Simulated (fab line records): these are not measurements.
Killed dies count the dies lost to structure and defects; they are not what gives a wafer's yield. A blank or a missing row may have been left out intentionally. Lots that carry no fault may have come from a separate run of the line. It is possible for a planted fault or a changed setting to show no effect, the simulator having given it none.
Matching of chambers + flow nandHarc + NHARC_A_STAIRCASE_ETCH_313 on rieDiel-11 has 4 sister chambers
The step etches the open film in CF4/CHF3. 8 wafers are shown with their chamber, then 8 later ones without.

## WAFERS, EACH WITH ITS CHAMBER
| wafer  | chamber | showerheadPlenumPTorr (Torr) | drypumpMotorCurrentA (A) |
|--------|---------|------------------------------|--------------------------|
| L927.1 | 0       | 1.58                         | 5.8                      |
| L929.4 | 0       | 1.58                         | 5.8                      |
| L932.2 | 1       | 1.56                         | 5.5                      |
| L932.3 | 2       | 1.47                         | 5.7                      |
| L934.4 | 3       | 1.68                         | 6.5                      |
| L934.5 | 1       | 1.55                         | 5.5                      |
| L934.6 | 2       | 1.47                         | 5.6                      |
| L937.4 | 3       | 1.68                         | 6.5                      |

## WAFERS WITH NO CHAMBER GIVEN
| wafer  | showerheadPlenumPTorr (Torr) | drypumpMotorCurrentA (A) |
|--------|------------------------------|--------------------------|
| L937.5 | 1.68                         | 6.5                      |
| L937.6 | 1.46                         | 5.7                      |
| L946.4 | 1.57                         | 5.8                      |
| L946.5 | 1.46                         | 5.7                      |
| L946.6 | 1.67                         | 6.5                      |
| L948.3 | 1.57                         | 5.8                      |
| L948.4 | 1.46                         | 5.7                      |
| L948.5 | 1.46                         | 5.7                      |

## WHICH CHAMBER EACH ONE RAN IN
| wafer  | from the rows above | in truth |
|--------|---------------------|----------|
| L937.5 | 3                   | 3        |
| L937.6 | 2                   | 2        |
| L946.4 | 0                   | 0        |
| L946.5 | 2                   | 2        |
| L946.6 | 3                   | 3        |
| L948.3 | 0                   | 0        |
| L948.4 | 2                   | 2        |
| L948.5 | 2                   | 2        |
Placed correctly: 8 of 8. Number that these rows cannot place: 0. Wrongly placed: 0.
How it was worked out, from the rows above alone: a wafer's distance from a chamber is the root of the sum, over the readings, of the square of ((its reading less the chamber's mean) divided by the reading's scatter). If the next closest chamber is less than 2 further off than the closest, the wafer can't be placed; otherwise it belongs to the closest. Each chamber's mean is taken over the wafers shown for it. How the scatter is found: for the shown wafers, subtract from each reading the mean of its chamber, square and add these, divide the total by (wafers less chambers), then take the root.
